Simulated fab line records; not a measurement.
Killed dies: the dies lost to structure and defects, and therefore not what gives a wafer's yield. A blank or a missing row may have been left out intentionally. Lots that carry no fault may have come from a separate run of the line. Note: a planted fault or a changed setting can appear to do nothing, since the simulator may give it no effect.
Chamber matching    flow nandHarc    4 sister chambers for NHARC_A_BONDPAD_CMP_29 on cmp-04
The step polishes SiCN, target thk 200 nm. 14 wafers are shown with their chamber, then 7 later ones without.

WAFERS WITH THEIR CHAMBER
wafer   chamber  motorCurrentA (A)
L853.2  3        11.0
L853.3  0        12.6
L853.4  1        14.3
L852.1  3        10.6
L852.5  2        11.5
L852.6  1        12.3
L857.2  1        12.8
L857.3  2        10.8
L857.6  3        10.9
L860.3  3        11.0
L860.4  0        12.4
L860.6  0        13.3
L859.2  2        11.2
L859.3  3        10.4

SIGNATURES, as means of the wafers listed above
reading        chamber 0  chamber 1  chamber 2  chamber 3  scatter within a chamber
motorCurrentA  12.767     13.133     11.167     10.780     0.561
Rule: for a wafer and a chamber, the distance is found by dividing, reading by reading, the gap between the wafer's reading and the chamber's mean by the reading's scatter, squaring, summing and taking the root. If the next closest chamber is less than 2 further off than the closest, the wafer can't be placed; otherwise it belongs to the closest. How the scatter is found: for the shown wafers, subtract from each reading the mean of its chamber, square and add these, divide the total by (wafers less chambers), then take the root.

WAFERS MISSING THEIR CHAMBER
wafer   motorCurrentA (A)
L859.5  13.2
L863.2  11.3
L863.3  13.7
L863.6  12.5
L865.2  11.1
L865.3  11.6
L865.4  12.7

CHAMBER TAKEN BY EACH
wafer   from the rows above                in truth
L859.5  can't be placed: 1 or 0            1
L863.2  can't be placed: 2 or 3            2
L863.3  can't be placed: 1 or 0            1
L863.6  can't be placed: 0 or 1 or 2       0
L865.2  can't be placed: 2 or 3            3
L865.3  can't be placed: 2 or 3 or 0 or 1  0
L865.4  can't be placed: 0 or 1            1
Placed correctly: 0 of 7. Cannot be placed on the basis of these rows: 7; the candidates contain the true chamber in 7. Placed wrongly: 0.
